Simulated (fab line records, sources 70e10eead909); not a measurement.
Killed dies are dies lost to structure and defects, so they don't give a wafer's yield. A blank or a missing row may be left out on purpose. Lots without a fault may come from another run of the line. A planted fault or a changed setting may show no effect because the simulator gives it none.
fab line records | flow nand_harc
record lots=5 wafers=15 last_day=23
route steps=1159 shown A_SOURCE_PLATE@423 A_ONON_D1@424 A_CHANNEL_HOLE_D1@450
lots that met no fault: from a run of the same line without faults
start_h: hours from the record's first day to the start of the lot's first wafer shown | wait_h: hours since the lot's step before | " the same as in the row above | L1.1+2: a row that stands for several wafers | - no value, or no start given | * or withheld: withheld | < > ~ a bound
route shown NAME@n: a module of which the file shows steps, and the number in the route of the first | usual: mean/standard deviation of fault-free wafers | same: alike in all rows | chamber/n: place in a boat | sites: the reading at each site | _std_site: their standard deviation | _edge_site: outer sites' mean less inner sites' | radius_mm: how far each site lies from the wafer's centre | mask NAME#n: copy n | behind: the tool/chamber that last shaped the wafer | hold: why the lot was held/for how many hours/how that ended | device: the transistor (n, p or np) that didn't switch | end of line: the same wafers' tests at the end of the route | a step without rows: its recipe alone | killed: dies lost to structure and defects at the first sort, not the wafer's yield | map: a wafer's dies, x killed, . not, _ none there
set.NAME: the setting as run; set.NAME@STEP: as run at that earlier step | model.NAME: the simulator's own value behind a step, which no gauge read
lots at some steps of the route; a table a step, a row a wafer
services: from which hour (start_h, from the record's first day; less than 0 if before it) a tool's chamber was out of use, for how many hours, and why
## steps
# step NHARC_A_SOURCE_PLATE_INSPECT_08
# usual raw_defect_count=62/28
# columns lot.wafer tool chamber start_h wait_h raw_defect_count
L075.2 defect_inspect-02 - 169.10 0.0 121
L075.4 " - " " 104
L075.5 " - " " 40
L079.2 defect_inspect-01 - 180.78 0.0 61
L079.3 " - " " 80
L079.5 " - " " 50
L080.3 defect_inspect-02 - 191.76 0.0 30
L080.5 " - " " 62
L080.6 " - " " 71
L081.1 defect_inspect-02 - 198.97 0.0 45
L081.3 " - " " 46
L081.5 " - " " 71
L089.1 defect_inspect-02 - 247.58 0.0 54
L089.3 " - " " 53
L089.4 " - " " 48
# step NHARC_A_ONON_D1_DEP_00
# recipe target_thk_a=10000 n2_flow_sccm=2750 n2o_flow_sccm=2000 nh3_flow_sccm=500 sih4_flow_sccm=210 temp_c=400
# columns lot.wafer tool chamber start_h wait_h
L075.2+4+5 pecvd_onon-03 0 169.23 0.1
L079.2+3+5 pecvd_onon-04 0 181.18 0.4
L080.3+5+6 pecvd_onon-02 0 191.94 0.2
L081.1+3+5 pecvd_onon-04 0 199.04 0.1
L089.1+3+4 pecvd_onon-02 0 247.64 0.1
# step NHARC_A_ONON_D1_THK_MEAS_02
# recipe thk_meas_gauge=ellipsometry
# usual thk_nm=1001/9.3
# columns lot.wafer tool chamber start_h wait_h thk_nm
L075.2 film_metro-01 - 169.68 - 1018
L075.4 " - " " 1019
L075.5 " - " " 1019
L079.2 film_metro-02 - 181.63 - 1016
L079.3 " - " " 1017
L079.5 " - " " 1017
L080.3 film_metro-02 - 192.34 - 996
L080.5 " - " " 996
L080.6 " - " " 996
L081.1 film_metro-01 - 199.55 - 1003
L081.3 " - " " 1002
L081.5 " - " " 1004
L089.1 film_metro-01 - 248.16 - 993
L089.3 " - " " 992
L089.4 " - " " 993
# step NHARC_A_ONON_D1_DEP_03
# recipe target_thk_a=10000 n2_flow_sccm=2750 n2o_flow_sccm=2000 nh3_flow_sccm=500 sih4_flow_sccm=210 temp_c=400
# columns lot.wafer tool chamber start_h wait_h
L075.2+4+5 pecvd_onon-02 0 169.79 0.1
L079.2+3+5 pecvd_onon-04 0 181.87 0.2
L080.3+5+6 pecvd_onon-03 0 192.53 0.2
L081.1+3+5 pecvd_onon-02 0 199.61 0.1
L089.1+3+4 pecvd_onon-03 0 248.35 0.2
# step NHARC_A_ONON_D1_THK_MEAS_05
# recipe thk_meas_gauge=ellipsometry
# usual thk_nm=1001/8.3
# columns lot.wafer tool chamber start_h wait_h thk_nm
L075.2 film_metro-02 - 170.24 - 1008
L075.4 " - " " 1008
L075.5 " - " " 1007
L079.2 film_metro-02 - 182.32 - 995
L079.3 " - " " 997
L079.5 " - " " 997
L080.3 film_metro-02 - 192.95 - 995
L080.5 " - " " 995
L080.6 " - " " 995
L081.1 film_metro-02 - 200.12 - 995
L081.3 " - " " 995
L081.5 " - " " 995
L089.1 film_metro-01 - 248.86 - 1012
L089.3 " - " " 1010
L089.4 " - " " 1012
# step NHARC_A_ONON_D1_DEP_06
# recipe target_thk_a=10000 n2_flow_sccm=2750 n2o_flow_sccm=2000 nh3_flow_sccm=500 sih4_flow_sccm=210 temp_c=400
# columns lot.wafer tool chamber start_h wait_h
L075.2+4+5 pecvd_onon-04 0 170.36 0.1
L079.2+3+5 pecvd_onon-03 0 182.44 0.1
L080.3+5+6 pecvd_onon-04 0 193.12 0.2
L081.1+3+5 pecvd_onon-03 0 200.17 0.1
L089.1+3+4 pecvd_onon-02 0 248.92 0.1
# step NHARC_A_ONON_D1_THK_MEAS_08
# recipe thk_meas_gauge=ellipsometry
# usual thk_nm=1000/8.7
# columns lot.wafer tool chamber start_h wait_h thk_nm
L075.2 film_metro-02 - 170.81 - 1010
L075.4 " - " " 1010
L075.5 " - " " 1009
L079.2 film_metro-01 - 182.89 - 1002
L079.3 " - " " 1001
L079.5 " - " " 1003
L080.3 film_metro-02 - 193.52 - 1002
L080.5 " - " " 1000
L080.6 " - " " 999
L081.1 film_metro-01 - 200.71 - 983
L081.3 " - " " 984
L081.5 " - " " 985
L089.1 film_metro-01 - 249.43 - 1014
L089.3 " - " " 1012
L089.4 " - " " 1013
# step NHARC_A_ONON_D1_DEP_09
# recipe target_thk_a=10000 n2_flow_sccm=2750 n2o_flow_sccm=2000 nh3_flow_sccm=500 sih4_flow_sccm=210 temp_c=400
# columns lot.wafer tool chamber start_h wait_h
L075.2+4+5 pecvd_onon-03 0 170.92 0.1
L079.2+3+5 pecvd_onon-02 0 183.01 0.1
L080.3+5+6 pecvd_onon-02 0 193.69 0.2
L081.1+3+5 pecvd_onon-04 0 200.76 0.1
L089.1+3+4 pecvd_onon-03 0 249.49 0.1
# step NHARC_A_ONON_D1_THK_MEAS_11
# recipe thk_meas_gauge=ellipsometry
# usual thk_nm=1000/12
# columns lot.wafer tool chamber start_h wait_h thk_nm
L075.2 film_metro-01 - 171.37 - 1005
L075.4 " - " " 1005
L075.5 " - " " 1007
L079.2 film_metro-02 - 183.47 - 991
L079.3 " - " " 989
L079.5 " - " " 988
L080.3 film_metro-01 - 194.08 - 993
L080.5 " - " " 994
L080.6 " - " " 994
L081.1 film_metro-02 - 201.28 - 1019
L081.3 " - " " 1018
L081.5 " - " " 1020
L089.1 film_metro-02 - 250.03 - 985
L089.3 " - " " 986
L089.4 " - " " 986
# step NHARC_A_ONON_D1_DEP_12
# recipe target_thk_a=10000 n2_flow_sccm=2750 n2o_flow_sccm=2000 nh3_flow_sccm=500 sih4_flow_sccm=210 temp_c=400
# columns lot.wafer tool chamber start_h wait_h
L075.2+4+5 pecvd_onon-02 0 171.48 0.1
L079.2+3+5 pecvd_onon-04 0 183.64 0.2
L080.3+5+6 pecvd_onon-03 0 194.28 0.2
L081.1+3+5 pecvd_onon-02 0 201.33 0.1
L089.1+3+4 pecvd_onon-04 0 250.09 0.1
# step NHARC_A_ONON_D1_THK_MEAS_14
# recipe thk_meas_gauge=ellipsometry
# usual thk_nm=997/9.6
# columns lot.wafer tool chamber start_h wait_h thk_nm
L075.2 film_metro-01 - 171.94 - 1004
L075.4 " - " " 1003
L075.5 " - " " 1003
L079.2 film_metro-02 - 184.10 - 1000
L079.3 " - " " 1002
L079.5 " - " " 1000
L080.3 film_metro-01 - 194.68 - 1005
L080.5 " - " " 1008
L080.6 " - " " 1008
L081.1 film_metro-02 - 201.84 - 986
L081.3 " - " " 985
L081.5 " - " " 984
L089.1 film_metro-02 - 250.62 - 998
L089.3 " - " " 999
L089.4 " - " " 997
# step NHARC_A_ONON_D1_ANNEAL_15
# recipe temp_c=750 time_s=3600
# usual spike_tc_top_C=764.2/0.91 tube_center_temp_C=750/0.067 zone_power_upper_pct=11.32/0.12
# columns lot.wafer tool chamber start_h wait_h spike_tc_top_C tube_center_temp_C zone_power_upper_pct
L075.2 furnace-07 0 176.86 4.9 762.4 749.94 11.27
L075.4 " 0 " " 763.7 750.05 11.13
L075.5 " 0 " " 765.0 749.97 11.34
L079.2 furnace-07 0 189.92 5.8 764.7 750.04 11.34
L079.3 " 0 " " 764.5 749.87 11.37
L079.5 " 0 " " 764.3 749.94 11.39
L080.3 furnace-07 0 199.24 4.6 764.1 749.94 11.41
L080.5 " 0 " " 763.1 750.03 11.38
L080.6 " 0 " " 763.8 750.04 11.11
L081.1 furnace-07 0 204.53 2.7 764.7 750.01 11.39
L081.3 " 0 " " 764.8 749.9 11.30
L081.5 " 0 " " 765.0 749.86 11.43
L089.1 furnace-07 0 253.14 2.5 764.8 749.97 11.30
L089.3 " 0 " " 764.7 749.98 11.39
L089.4 " 0 " " 764.8 750.02 11.45
# step NHARC_A_ONON_D1_DEP_16
# recipe target_thk_a=10000 n2_flow_sccm=2750 n2o_flow_sccm=2000 nh3_flow_sccm=500 sih4_flow_sccm=210 temp_c=400
# columns lot.wafer tool chamber start_h wait_h
L075.2+4+5 pecvd_onon-02 0 180.83 0.1
L079.2+3+5 pecvd_onon-04 0 193.88 0.1
L080.3+5+6 pecvd_onon-04 0 203.29 0.2
L081.1+3+5 pecvd_onon-02 0 208.41 0.1
L089.1+3+4 pecvd_onon-03 0 257.03 0.1
# step NHARC_A_ONON_D1_THK_MEAS_18
# recipe thk_meas_gauge=ellipsometry
# usual thk_nm=1001/11
# columns lot.wafer tool chamber start_h wait_h thk_nm
L075.2 film_metro-01 - 181.28 - 1001
L075.4 " - " " 1001
L075.5 " - " " 1001
L079.2 film_metro-02 - 194.33 - 1000
L079.3 " - " " 998
L079.5 " - " " 999
L080.3 film_metro-01 - 203.69 - 1013
L080.5 " - " " 1013
L080.6 " - " " 1013
L081.1 film_metro-02 - 208.93 - 1012
L081.3 " - " " 1011
L081.5 " - " " 1014
L089.1 film_metro-02 - 257.54 - 1003
L089.3 " - " " 1003
L089.4 " - " " 1004
# step NHARC_A_ONON_D1_DEP_19
# recipe target_thk_a=10000 n2_flow_sccm=2750 n2o_flow_sccm=2000 nh3_flow_sccm=500 sih4_flow_sccm=210 temp_c=400
# columns lot.wafer tool chamber start_h wait_h
L075.2+4+5 pecvd_onon-03 0 181.39 0.1
L079.2+3+5 pecvd_onon-02 0 194.45 0.1
L080.3+5+6 pecvd_onon-03 0 203.85 0.2
L081.1+3+5 pecvd_onon-02 0 208.98 0.1
L089.1+3+4 pecvd_onon-03 0 257.59 0.1
# step NHARC_A_ONON_D1_THK_MEAS_21
# recipe thk_meas_gauge=ellipsometry
# usual thk_nm=1001/10
# columns lot.wafer tool chamber start_h wait_h thk_nm
L075.2 film_metro-01 - 181.85 - 1005
L075.4 " - " " 1006
L075.5 " - " " 1005
L079.2 film_metro-02 - 194.90 - 1020
L079.3 " - " " 1018
L079.5 " - " " 1019
L080.3 film_metro-01 - 204.25 - 1001
L080.5 " - " " 1002
L080.6 " - " " 1004
L081.1 film_metro-01 - 209.49 - 996
L081.3 " - " " 997
L081.5 " - " " 996
L089.1 film_metro-01 - 258.10 - 1010
L089.3 " - " " 1010
L089.4 " - " " 1011
# step NHARC_A_ONON_D1_DEP_22
# recipe target_thk_a=10000 n2_flow_sccm=2750 n2o_flow_sccm=2000 nh3_flow_sccm=500 sih4_flow_sccm=210 temp_c=400
# columns lot.wafer tool chamber start_h wait_h
L075.2+4+5 pecvd_onon-02 0 181.96 0.1
L079.2+3+5 pecvd_onon-02 0 195.01 0.1
L080.3+5+6 pecvd_onon-02 0 204.42 0.2
L081.1+3+5 pecvd_onon-02 0 209.56 0.1
L089.1+3+4 pecvd_onon-03 0 258.16 0.1
# step NHARC_A_ONON_D1_THK_MEAS_24
# recipe thk_meas_gauge=ellipsometry
# usual thk_nm=998/9.4
# columns lot.wafer tool chamber start_h wait_h thk_nm
L075.2 film_metro-01 - 182.42 - 982
L075.4 " - " " 983
L075.5 " - " " 981
L079.2 film_metro-01 - 195.47 - 990
L079.3 " - " " 988
L079.5 " - " " 990
L080.3 film_metro-02 - 204.85 - 981
L080.5 " - " " 979
L080.6 " - " " 980
L081.1 film_metro-02 - 210.07 - 993
L081.3 " - " " 994
L081.5 " - " " 992
L089.1 film_metro-02 - 258.67 - 991
L089.3 " - " " 995
L089.4 " - " " 993
# step NHARC_A_ONON_D1_DEP_25
# recipe target_thk_a=10000 n2_flow_sccm=2750 n2o_flow_sccm=2000 nh3_flow_sccm=500 sih4_flow_sccm=210 temp_c=400
# columns lot.wafer tool chamber start_h wait_h
L075.2+4+5 pecvd_onon-04 0 182.57 0.2
L079.2+3+5 pecvd_onon-02 0 195.58 0.1
L080.3+5+6 pecvd_onon-04 0 205.02 0.2
L081.1+3+5 pecvd_onon-02 0 210.13 0.1
L089.1+3+4 pecvd_onon-03 0 258.73 0.1
# step NHARC_A_ONON_D1_THK_MEAS_27
# recipe thk_meas_gauge=ellipsometry
# usual thk_nm=1000/7.9
# columns lot.wafer tool chamber start_h wait_h thk_nm
L075.2 film_metro-01 - 183.03 - 1000
L075.4 " - " " 999
L075.5 " - " " 999
L079.2 film_metro-02 - 196.04 - 1012
L079.3 " - " " 1013
L079.5 " - " " 1012
L080.3 film_metro-02 - 205.42 - 993
L080.5 " - " " 995
L080.6 " - " " 995
L081.1 film_metro-01 - 210.64 - 998
L081.3 " - " " 998
L081.5 " - " " 998
L089.1 film_metro-01 - 259.24 - 1011
L089.3 " - " " 1010
L089.4 " - " " 1011
# step NHARC_A_ONON_D1_DEP_28
# recipe target_thk_a=10000 n2_flow_sccm=2750 n2o_flow_sccm=2000 nh3_flow_sccm=500 sih4_flow_sccm=210 temp_c=400
# columns lot.wafer tool chamber start_h wait_h
L075.2+4+5 pecvd_onon-03 0 183.17 0.1
L079.2+3+5 pecvd_onon-02 0 196.15 0.1
L080.3+5+6 pecvd_onon-03 0 205.59 0.2
L081.1+3+5 pecvd_onon-02 0 210.69 0.1
L089.1+3+4 pecvd_onon-03 0 259.30 0.1
# step NHARC_A_ONON_D1_THK_MEAS_30
# recipe thk_meas_gauge=ellipsometry
# usual thk_nm=999/7.7
# columns lot.wafer tool chamber start_h wait_h thk_nm
L075.2 film_metro-01 - 183.61 - 1006
L075.4 " - " " 1010
L075.5 " - " " 1007
L079.2 film_metro-01 - 196.60 - 1000
L079.3 " - " " 999
L079.5 " - " " 1000
L080.3 film_metro-02 - 205.98 - 1006
L080.5 " - " " 1008
L080.6 " - " " 1006
L081.1 film_metro-01 - 211.21 - 1005
L081.3 " - " " 1003
L081.5 " - " " 1004
L089.1 film_metro-02 - 259.81 - 1006
L089.3 " - " " 1003
L089.4 " - " " 1005
# step NHARC_A_ONON_D1_DEP_33
# recipe target_thk_a=2000 temp_c=400 pressure_torr=6.5 rf_w=900 teos_flow_sccm=161.4 flow_sccm=2650 target_thk_nm=200 gas=O2 material=SiO2
# usual heater_power_w=499/92 throttle_valve_pct=16.0/0.48
# columns lot.wafer tool chamber start_h wait_h heater_power_w throttle_valve_pct
L075.2 pecvd-03 1 183.71 0.1 505 15.7
L075.5 " 1 " " 517 15.9
L075.4 " 2 " " 372 16.3
L079.3 pecvd-01 1 196.66 0.1 529 15.8
L079.2 " 2 " " 344 15.5
L079.5 " 2 " " 349 15.4
L080.3 pecvd-01 0 206.13 0.1 505 16.1
L080.5 " 2 " " 355 15.6
L080.6 " 0 " " 517 16.4
L081.1 pecvd-03 1 211.27 0.1 552 15.4
L081.3 " 0 " " 481 16.5
L081.5 " 0 " " 506 17.0
L089.1 pecvd-03 0 259.87 0.1 506 16.9
L089.3 " 1 " " 603 16.0
L089.4 " 0 " " 519 16.7
# step NHARC_A_ONON_D1_THK_MEAS_34
# recipe thk_meas_gauge=ellipsometry
# usual thk_nm=200/3
# columns lot.wafer tool chamber start_h wait_h thk_nm
L075.2 film_metro-01 - 184.08 - 200
L075.4 " - " " 204
L075.5 " - " " 203
L079.2 film_metro-01 - 197.07 - 202
L079.3 " - " " 197
L079.5 " - " " 200
L080.3 film_metro-01 - 206.45 - 200
L080.5 " - " " 205
L080.6 " - " " 203
L081.1 film_metro-02 - 211.68 - 197
L081.3 " - " " 198
L081.5 " - " " 200
L089.1 film_metro-01 - 260.28 - 197
L089.3 " - " " 196
L089.4 " - " " 202
# step NHARC_A_ONON_D1_INSPECT_32
# usual raw_defect_count=73/29
# columns lot.wafer tool chamber start_h wait_h raw_defect_count
L075.2 defect_inspect-01 - 184.14 0.0 128
L075.4 " - " " 120
L075.5 " - " " 59
L079.2 defect_inspect-01 - 197.14 0.0 71
L079.3 " - " " 90
L079.5 " - " " 57
L080.3 defect_inspect-02 - 206.54 0.0 38
L080.5 " - " " 63
L080.6 " - " " 77
L081.1 defect_inspect-02 - 211.76 0.0 59
L081.3 " - " " 54
L081.5 " - " " 70
L089.1 defect_inspect-01 - 260.35 0.0 56
L089.3 " - " " 61
L089.4 " - " " 50
# step NHARC_A_CHANNEL_HOLE_D1_DEP_00
# recipe target_thk_a=31000 temp_c=400 material=aC
# usual throttle_valve_pct=35.000/0.0091
# columns lot.wafer tool chamber start_h wait_h throttle_valve_pct
L075.2 acl_dep-03 0 184.94 0.8 34.998
L075.4 " 0 " " 35.005
L075.5 " 0 " " 34.985
L079.2 acl_dep-03 0 197.52 0.4 34.999
L079.3 " 0 " " 34.999
L079.5 " 0 " " 34.999
L080.3 acl_dep-03 0 208.62 2.1 34.983
L080.5 " 0 " " 35.002
L080.6 " 0 " " 35.004
L081.1 acl_dep-02 0 213.79 2.0 34.991
L081.3 " 0 " " 34.983
L081.5 " 0 " " 35.011
L089.1 acl_dep-01 0 261.76 1.4 35.004
L089.3 " 0 " " 35.012
L089.4 " 0 " " 35.003
# step NHARC_A_CHANNEL_HOLE_D1_DEP_01
# recipe target_thk_a=1400 target_thk_nm=140 temp_c=400 pressure_torr=3.5 flow_sccm=200 rf_w=350 material=SiON
# usual heater_power_w=702/120
# columns lot.wafer tool chamber start_h wait_h heater_power_w
L075.2 pecvd-01 0 186.58 1.3 681
L075.4 " 2 " " 492
L075.5 " 0 " " 716
L079.2 pecvd-01 0 199.49 1.6 746
L079.3 " 1 " " 782
L079.5 " 0 " " 762
L080.3 pecvd-01 1 209.93 1.0 743
L080.5 " 1 " " 760
L080.6 " 0 " " 757
L081.3 pecvd-02 1 215.71 1.0 854
L081.1 " 2 " " 679
L081.5 " 1 " " 860
L089.1 pecvd-01 1 263.70 1.6 673
L089.3 " 2 " " 519
L089.4 " 2 " " 539
# step NHARC_A_CHANNEL_HOLE_D1_DEHYDRATE_02
# recipe temp_c=150 time_s=120
# columns lot.wafer tool chamber start_h wait_h
L075.2+4+5 litho_track-01 0 186.85 0.2
L079.2+3+5 litho_track-06 0 199.76 0.2
L080.3+5+6 litho_track-06 0 210.20 0.2
L081.1+3+5 litho_track-01 0 215.98 0.2
L089.1+3+4 litho_track-06 0 263.97 0.2
# step NHARC_A_CHANNEL_HOLE_D1_HMDS_03
# recipe time_s=30
# columns lot.wafer tool chamber start_h wait_h
L075.2+4+5 litho_track-01 0 - -
L079.2+3+5 litho_track-06 0 - -
L080.3+5+6 litho_track-06 0 - -
L081.1+3+5 litho_track-01 0 - -
L089.1+3+4 litho_track-06 0 - -
# step NHARC_A_CHANNEL_HOLE_D1_COAT_36
# recipe temp_c=260 time_s=75
# columns lot.wafer tool chamber start_h wait_h
L075.2+4+5 litho_track-01 0 - -
L079.2+3+5 litho_track-06 0 - -
L080.3+5+6 litho_track-06 0 - -
L081.1+3+5 litho_track-01 0 - -
L089.1+3+4 litho_track-06 0 - -
# step NHARC_A_CHANNEL_HOLE_D1_COAT_37
# recipe temp_c=225 time_s=65
# columns lot.wafer tool chamber start_h wait_h
L075.2+4+5 litho_track-01 0 - -
L079.2+3+5 litho_track-06 0 - -
L080.3+5+6 litho_track-06 0 - -
L081.1+3+5 litho_track-01 0 - -
L089.1+3+4 litho_track-06 0 - -
# step NHARC_A_CHANNEL_HOLE_D1_COAT_04
# recipe spin_rpm=1500 resist_thk_nm=90
# usual spin_speed_rpm=1499.9/1
# columns lot.wafer tool chamber start_h wait_h spin_speed_rpm
L075.2 litho_track-01 0 - - 1499.9
L075.4 " 0 " " 1501.0
L075.5 " 0 " " 1501.5
L079.2 litho_track-06 0 - - 1498.8
L079.3 " 0 " " 1500.0
L079.5 " 0 " " 1499.0
L080.3 litho_track-06 0 - - 1498.6
L080.5 " 0 " " 1500.4
L080.6 " 0 " " 1501.1
L081.1 litho_track-01 0 - - 1500.2
L081.3 " 0 " " 1498.5
L081.5 " 0 " " 1498.8
L089.1 litho_track-06 0 - - 1500.4
L089.3 " 0 " " 1500.0
L089.4 " 0 " " 1499.8
# step NHARC_A_CHANNEL_HOLE_D1_SOFTBAKE_05
# recipe temp_c=105 time_s=55
# columns lot.wafer tool chamber start_h wait_h
L075.2+4+5 litho_track-01 0 - -
L079.2+3+5 litho_track-06 0 - -
L080.3+5+6 litho_track-06 0 - -
L081.1+3+5 litho_track-01 0 - -
L089.1+3+4 litho_track-06 0 - -
# step NHARC_A_CHANNEL_HOLE_D1_EBR_06
# columns lot.wafer tool chamber start_h wait_h
L075.2+4+5 litho_track-01 0 - -
L079.2+3+5 litho_track-06 0 - -
L080.3+5+6 litho_track-06 0 - -
L081.1+3+5 litho_track-01 0 - -
L089.1+3+4 litho_track-06 0 - -
# step NHARC_A_CHANNEL_HOLE_D1_EXPOSE_07
# recipe na=1.35 target_cd_nm=100 sigma_outer=0.3 dose_mj=59.65 mask_id=HOLE_D1
# usual focus_offset_nm=0.1/0.5
# same na=1.35
# columns lot.wafer tool chamber start_h wait_h mask focus_offset_nm
L075.2 arfi_scanner-02 0 187.16 - HOLE_D1#0 0.2
L075.4 " 0 " " HOLE_D1#0 0.6
L075.5 " 0 " " HOLE_D1#0 0.3
L079.2 arfi_scanner-02 0 200.08 - HOLE_D1#0 -0.2
L079.3 " 0 " " HOLE_D1#0 -0.4
L079.5 " 0 " " HOLE_D1#0 -0.2
L080.3 arfi_scanner-02 0 210.52 - HOLE_D1#0 0.6
L080.5 " 0 " " HOLE_D1#0 0.3
L080.6 " 0 " " HOLE_D1#0 0.9
L081.1 arfi_scanner-02 0 216.17 - HOLE_D1#0 0.2
L081.3 " 0 " " HOLE_D1#0 -0.2
L081.5 " 0 " " HOLE_D1#0 1.1
L089.1 arfi_scanner-03 0 264.29 - HOLE_D1#0 -0.2
L089.3 " 0 " " HOLE_D1#0 0.2
L089.4 " 0 " " HOLE_D1#0 -0.1
# step NHARC_A_CHANNEL_HOLE_D1_PEB_08
# recipe peb_temp_c=100 peb_time_s=65
# columns lot.wafer tool chamber start_h wait_h
L075.2+4+5 litho_track-01 0 187.22 0.1
L079.2+3+5 litho_track-06 0 200.14 0.1
L080.3+5+6 litho_track-04 0 210.58 0.0
L081.1+3+5 litho_track-01 0 216.24 0.1
L089.1+3+4 litho_track-04 0 264.35 0.1
# step NHARC_A_CHANNEL_HOLE_D1_DEVELOP_09
# recipe develop_time_s=35 dev_temp_c=23
# columns lot.wafer tool chamber start_h wait_h
L075.2+4+5 litho_track-01 0 - -
L079.2+3+5 litho_track-06 0 - -
L080.3+5+6 litho_track-04 0 - -
L081.1+3+5 litho_track-01 0 - -
L089.1+3+4 litho_track-04 0 - -
# step NHARC_A_CHANNEL_HOLE_D1_CD_MEAS_10
# recipe target_cd_nm=100 landing_energy_ev=500
# usual cd_nm=99.9/0.69
# columns lot.wafer tool chamber start_h wait_h cd_nm
L075.2 cd_sem-02 0 187.30 - 100.2
L075.4 " 0 " " 100.0
L075.5 " 0 " " 100.4
L079.2 cd_sem-02 0 200.22 - 99.8
L079.3 " 0 " " 99.8
L079.5 " 0 " " 99.6
L080.3 cd_sem-03 0 210.66 - 98.8
L080.5 " 0 " " 99.9
L080.6 " 0 " " 100.3
L081.1 cd_sem-02 0 216.32 - 101.0
L081.3 " 0 " " 99.3
L081.5 " 0 " " 99.8
L089.1 cd_sem-03 0 264.43 - 100.1
L089.3 " 0 " " 99.5
L089.4 " 0 " " 99.0
# step NHARC_A_CHANNEL_HOLE_D1_OVL_MEAS_11
# usual overlay_x_nm=-0.3/0.99 overlay_y_nm=-0.4/0.88
# columns lot.wafer tool chamber start_h wait_h overlay_x_nm overlay_y_nm
L075.2 overlay-01 - 187.39 - 0.4 -0.3
L075.4 " - " " 0.0 0.1
L075.5 " - " " 0.1 -0.2
L079.2 overlay-01 - 200.30 - -1.3 1.0
L079.3 " - " " -1.8 1.1
L079.5 " - " " -1.7 1.0
L080.3 overlay-01 - 210.74 - -0.6 -0.2
L080.5 " - " " 0.3 -0.2
L080.6 " - " " 0.2 0.2
L081.1 overlay-02 - 216.41 - 1.0 -1.6
L081.3 " - " " 1.5 -1.5
L081.5 " - " " 0.4 -1.9
L089.1 overlay-01 - 264.51 - -1.0 -0.8
L089.3 " - " " -1.3 -0.7
L089.4 " - " " -1.2 -0.5
# step NHARC_A_CHANNEL_HOLE_D1_INSPECT_12
# usual raw_defect_count=6.0/2.9
# columns lot.wafer tool chamber start_h wait_h raw_defect_count
L075.2 defect_inspect-02 - 187.42 0.0 9
L075.4 " - " " 7
L075.5 " - " " 4
L079.2 defect_inspect-02 - 200.34 0.0 8
L079.3 " - " " 9
L079.5 " - " " 1
L080.3 defect_inspect-02 - 210.78 0.0 5
L080.5 " - " " 7
L080.6 " - " " 4
L081.1 defect_inspect-01 - 216.44 0.0 4
L081.3 " - " " 4
L081.5 " - " " 4
L089.1 defect_inspect-02 - 264.55 0.0 5
L089.3 " - " " 8
L089.4 " - " " 8
# step NHARC_A_CHANNEL_HOLE_D1_DESCUM_15
# recipe time_s=3 o2_flow_sccm=200 ar_flow_sccm=0 bias_power_w=0 chemistry=O2
# usual drypump_motor_current_A=5.7/0.47 oes_product_au=1.000/0.014 rf_vpp_V=57.9/0.96 showerhead_plenum_p_Torr=1.93/0.09 throttle_valve_pct=11.311/0.0081
# columns lot.wafer tool chamber start_h wait_h drypump_motor_current_A oes_product_au rf_hours_counter_h rf_vpp_V showerhead_plenum_p_Torr throttle_valve_pct
L075.2 rie_diel-05 2 187.48 0.1 5.3 0.997 0.3 58.3 1.87 11.306
L075.4 " 0 " " 5.5 0.989 0.3 57.4 2.00 11.298
L075.5 " 2 " " 5.3 1.013 - 58.0 1.87 11.314
L079.2 rie_diel-10 2 200.40 0.1 5.3 0.990 1.1 56.5 1.83 11.305
L079.3 " 3 " " 5.0 0.983 1.4 58.3 2.05 11.321
L079.5 " 2 " " 5.3 0.991 - 57.0 1.83 11.317
L080.3 rie_diel-10 3 210.86 0.1 5.0 0.996 2.5 60.6 2.05 11.312
L080.6 " 1 " " 5.7 0.988 - 56.8 1.85 11.321
L080.5 " 2 " " 5.3 0.980 - 56.8 1.83 11.313
L081.3 rie_diel-10 0 216.52 0.1 5.8 1.012 3.9 56.8 1.85 11.297
L081.1 " 1 " " 5.7 0.994 3.3 59.2 1.85 11.312
L081.5 " 3 " " 5.0 0.986 - 58.5 2.05 11.318
L089.4 rie_diel-05 3 264.61 0.1 5.7 0.986 5.7 59.1 1.93 11.318
L089.3 " 1 " " 6.7 1.009 5.1 58.5 2.05 11.311
L089.1 " 2 " " 5.3 1.021 5.7 57.5 1.87 11.311
# step NHARC_A_CHANNEL_HOLE_D1_ETCH_38
# recipe target_depth_a=390 over_etch_frac=0.3 time_s=65 ion_energy_ev=80 cf4_flow_sccm=150 ar_flow_sccm=0 rf_w=300 bias_w=100 chemistry=CF4
# usual drypump_motor_current_A=5.7/0.45 oes_product_au=1.000/0.014 rf_vpp_V=151.3/1.4 showerhead_plenum_p_Torr=1.78/0.076 throttle_valve_pct=13.283/0.009
# columns lot.wafer tool chamber start_h wait_h drypump_motor_current_A oes_product_au rf_hours_counter_h rf_vpp_V showerhead_plenum_p_Torr throttle_valve_pct
L075.4 rie_diel-05 2 187.58 0.1 5.3 1.015 0.3 149.2 1.73 13.277
L075.2 " 3 " " 5.7 0.993 0.3 149.4 1.78 13.284
L075.5 " 1 " " 6.7 1.005 - 152.8 1.88 13.280
L079.2 rie_diel-10 1 200.49 0.1 5.7 0.988 1.2 151.0 1.72 13.289
L079.3 " 2 " " 5.3 0.993 1.1 150.2 1.70 13.281
L079.5 " 0 " " 5.8 1.003 - 149.7 1.71 13.288
L080.3 rie_diel-10 3 210.94 0.1 5.0 0.976 2.5 152.0 1.89 13.289
L080.5 " 1 " " 5.7 0.974 - 150.6 1.72 13.281
L080.6 " 2 " " 5.3 0.985 - 152.0 1.70 13.276
L081.3 rie_diel-10 2 216.62 0.1 5.3 0.980 2.9 149.7 1.70 13.282
L081.1 " 3 " " 5.0 0.994 3.5 155.4 1.89 13.283
L081.5 " 2 " " 5.3 0.982 - 149.9 1.70 13.285
L089.4 rie_diel-05 0 264.70 0.1 5.5 1.012 5.1 153.7 1.84 13.285
L089.3 " 1 " " 6.7 1.003 5.1 154.3 1.88 13.270
L089.1 " 2 " " 5.3 1.013 5.7 151.7 1.73 13.282
## services
# columns tool chamber start_h hours kind
pecvd_onon-03 - 153.07 13.0 pm
pecvd-02 - 153.74 13.0 pm
rie_diel-10 0 155.50 - clean
rie_diel-10 1 155.50 - clean
rie_diel-10 2 155.50 - clean
rie_diel-10 3 155.50 - clean
rie_diel-10 2 161.02 4.8 repair
litho_track-06 - 162.62 - consumable_replace:filter
rie_diel-05 - 163.70 9.0 pm
rie_diel-10 0 165.64 6.9 repair
acl_dep-02 - 168.24 13.0 pm
pecvd-01 - 175.13 0.7 repair
rie_diel-10 - 176.50 9.0 pm
rie_diel-10 0 176.50 9.0 vent_cycle
rie_diel-10 1 176.50 9.0 vent_cycle
rie_diel-10 2 176.50 9.0 vent_cycle
rie_diel-10 3 176.50 9.0 vent_cycle
arfi_scanner-02 - 179.73 4.0 pm
rie_diel-10 0 185.50 - clean
arfi_scanner-03 - 199.69 0.9 repair
acl_dep-03 - 223.13 13.0 pm
pecvd-01 - 237.00 13.0 pm
pecvd_onon-04 - 237.00 13.0 pm
rie_diel-10 1 238.02 9.0 repair
## key
fault none
